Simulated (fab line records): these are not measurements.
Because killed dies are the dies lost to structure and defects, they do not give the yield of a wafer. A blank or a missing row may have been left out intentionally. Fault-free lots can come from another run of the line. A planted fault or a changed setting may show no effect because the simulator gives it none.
What tool caused it? :: flow nand_harc :: Sampling: 6 lots, 18 wafers, 5 of 1302 route steps

WHAT THE GAUGES READ, wafer by wafer
NHARC_END_SORT_01.
lot :: measured :: on :: killed_at_array

WHAT TOOL EACH LOT RAN ON (gives the tool, then ch and the chambers of the sampled wafers, and finally the start)
lot: L901
NHARC_A_STAIRCASE_DEP_322: pecvd-04 ch 1,2, day 19 03:32
NHARC_A_STAIRCASE_CMP_450: cmp-01 ch 1,3, day 20 02:44
NHARC_A_SGD_CUT_ETCH_58: rie_diel-12 ch 0,2, day 20 05:29
NHARC_A_SGD_CUT_ETCH_59: rie_diel-12 ch 0,1,3, no start

lot: L903
NHARC_A_STAIRCASE_DEP_322: pecvd-02 ch 0,1,2, day 19 15:52
NHARC_A_STAIRCASE_CMP_450: cmp-01 ch 1,3, day 20 14:44
NHARC_A_SGD_CUT_ETCH_58: rie_diel-11 ch 0,1, day 20 17:35
NHARC_A_SGD_CUT_ETCH_59: rie_diel-11 ch 0,3, no start

lot: L911
NHARC_A_STAIRCASE_DEP_322: pecvd-02 ch 0,1,2, day 23 00:43
NHARC_A_STAIRCASE_CMP_450: cmp-02 ch 1,2,3, day 23 21:45
NHARC_A_SGD_CUT_ETCH_58: rie_diel-12 ch 1,3, day 24 00:41
NHARC_A_SGD_CUT_ETCH_59: rie_diel-12 ch 0,1, no start

lot: L917
NHARC_A_STAIRCASE_DEP_322: pecvd-04 ch 0,2, day 25 22:44
NHARC_A_STAIRCASE_CMP_450: cmp-03 ch 0,1,2, day 26 22:29
NHARC_A_SGD_CUT_ETCH_58: rie_diel-11 ch 1,2, day 27 01:22
NHARC_A_SGD_CUT_ETCH_59: rie_diel-11 ch 1,2, no start

lot: L919
NHARC_A_STAIRCASE_DEP_322: pecvd-02 ch 0,2, day 26 19:56
NHARC_A_STAIRCASE_CMP_450: cmp-02 ch 0,1,3, day 27 21:10
NHARC_A_SGD_CUT_ETCH_58: rie_diel-04 ch 0,2, day 27 23:56
NHARC_A_SGD_CUT_ETCH_59: rie_diel-04 ch 0,2,3, no start

lot: L921
NHARC_A_STAIRCASE_DEP_322: pecvd-02 ch 1,2, day 27 07:34
NHARC_A_STAIRCASE_CMP_450: cmp-01 ch 0,1,3, day 28 05:24
NHARC_A_SGD_CUT_ETCH_58: rie_diel-12 ch 0,1,3, day 28 08:18
NHARC_A_SGD_CUT_ETCH_59: rie_diel-12 ch 0,1,3, no start
- NHARC_A_STAIRCASE_DEP_322: deposits SiO2, target thk 7200 nm.
- NHARC_A_STAIRCASE_CMP_450: polishes SiO2, target thk 200 nm.
- NHARC_A_SGD_CUT_ETCH_58: etches the open film in CF4, target depth 39 nm, time 65 s.
- NHARC_A_SGD_CUT_ETCH_59: etches the open film in N2/H2, target depth 260 nm, time 406.25 s.

THE ANSWER, worked out from the rows above alone
Rule: what is usual is taken from the lots themselves. Put in order of their means at a reading, lots are off if they are a third of the lots or fewer, leave a main group of 4 or more, and stand apart from it by a gap of 3 or more times the standard deviation of the main group's means; of several such gaps the widest counts. A main group whose means are all the same, to the digits that the tables above print for the reading, isn't used. Also off: a lot with no number at a reading for which 4 or more lots have one. The other lots that the step has rows for count as sound.
No lot is off at any reading shown: from this, nothing can be told.

WHAT THE SIMULATOR HAD INSERTED
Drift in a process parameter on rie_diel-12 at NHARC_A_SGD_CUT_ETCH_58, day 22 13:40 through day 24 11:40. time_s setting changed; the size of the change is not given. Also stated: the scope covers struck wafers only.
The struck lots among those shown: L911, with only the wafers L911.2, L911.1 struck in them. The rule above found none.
